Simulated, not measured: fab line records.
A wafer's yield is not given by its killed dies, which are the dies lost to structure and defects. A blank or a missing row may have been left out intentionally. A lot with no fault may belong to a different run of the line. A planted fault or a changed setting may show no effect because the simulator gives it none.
Chamber matching + flow nandHarc + 4 sister chambers for NHARC_A_CONTACT_ETCH_75 on rieDiel-13
The step etches the open film in CF4, target depth 39 nm, time 65 s. 4 wafers are shown with their chamber, then 9 later ones without.

## WAFERS PAIRED WITH THEIR CHAMBERS
| wafer  | chamber | showerheadPlenumPTorr (Torr) |
|--------|---------|------------------------------|
| L171.1 | 2       | 1.70                         |
| L174.1 | 0       | 1.75                         |
| L174.4 | 3       | 1.86                         |
| L174.6 | 1       | 1.75                         |

## WAFERS WITH NO CHAMBER GIVEN
| wafer  | showerheadPlenumPTorr (Torr) |
|--------|------------------------------|
| L179.1 | 1.75                         |
| L179.5 | 1.75                         |
| L179.6 | 1.70                         |
| L182.2 | 1.74                         |
| L182.3 | 1.70                         |
| L182.4 | 1.75                         |
| L184.1 | 1.75                         |
| L184.3 | 1.86                         |
| L184.4 | 1.74                         |

## THE CHAMBER EACH PASSED THROUGH
| wafer  | from the rows above     | in truth |
|--------|-------------------------|----------|
| L179.1 | can't be placed: 0 or 1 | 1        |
| L179.5 | can't be placed: 0 or 1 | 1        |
| L179.6 | 2                       | 2        |
| L182.2 | can't be placed: 0 or 1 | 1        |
| L182.3 | 2                       | 2        |
| L182.4 | can't be placed: 0 or 1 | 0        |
| L184.1 | can't be placed: 0 or 1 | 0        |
| L184.3 | 3                       | 3        |
| L184.4 | can't be placed: 0 or 1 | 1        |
Correctly placed: 3 of 9. Cannot be placed on the basis of these rows: 6; the candidates contain the true chamber in 6. Placed wrongly: 0.
How it was worked out, from the rows above alone: a wafer's distance from a chamber is the root of the sum, over the readings, of the square of ((its reading less the chamber's mean) divided by the reading's scatter). The wafer belongs to the nearest chamber; if the next one is less than 2 further off, it can't be placed. Each chamber's mean is taken over the wafers shown for it. The scatter: root of mean squared gap, hidden wafer to nearest shown wafer, with one shown wafer a chamber.
